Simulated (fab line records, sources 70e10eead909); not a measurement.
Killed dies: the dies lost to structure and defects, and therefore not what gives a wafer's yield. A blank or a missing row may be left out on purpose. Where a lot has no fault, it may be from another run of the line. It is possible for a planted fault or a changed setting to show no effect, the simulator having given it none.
Matching of chambers -- flow nand harc -- NHARC_A_CHANNEL_FILL_D2_ALD_14 on ald hk-02: 4 sister chambers
The step deposits SiO2, target thk 2.5 nm, pulse time 10 s, ald cycles 25. 4 wafers are shown with their chamber, then 8 later ones without.

== EACH WAFER AND ITS CHAMBER ==
wafer,chamber,heater power w (W)
L083.6,0,486
L082.1,3,494
L085.4,1,480
L086.1,2,414

== WAFERS WITH NO CHAMBER GIVEN ==
wafer,heater power w (W)
L086.2,485
L086.5,481
L090.1,514
L090.3,404
L090.6,490
L095.1,404
L095.2,487
L095.5,406

== WHICH CHAMBER EACH WENT THROUGH ==
wafer,from the rows above,in truth
L086.2,can't be placed: 0 or 1 or 3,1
L086.5,can't be placed: 1 or 0 or 3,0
L090.1,can't be placed: 3 or 0 or 1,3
L090.3,2,2
L090.6,can't be placed: 0 or 3 or 1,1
L095.1,2,2
L095.2,can't be placed: 0 or 1 or 3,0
L095.5,2,2
Placed correctly: 3 of 8. Can't be placed from these rows: 5 (the true chamber is among the candidates in 5). Number placed wrongly: 0.
How it was worked out, from the rows above alone: a wafer's distance from a chamber is the root of the sum, over the readings, of the square of ((its reading less the chamber's mean) divided by the reading's scatter). If the next closest chamber is less than 2 further off than the closest, the wafer can't be placed; otherwise it belongs to the closest. Each chamber's mean is taken over the wafers shown for it. The scatter: with one shown wafer a chamber, the root of the mean of the squares of how far each hidden wafer lies from its nearest shown one.
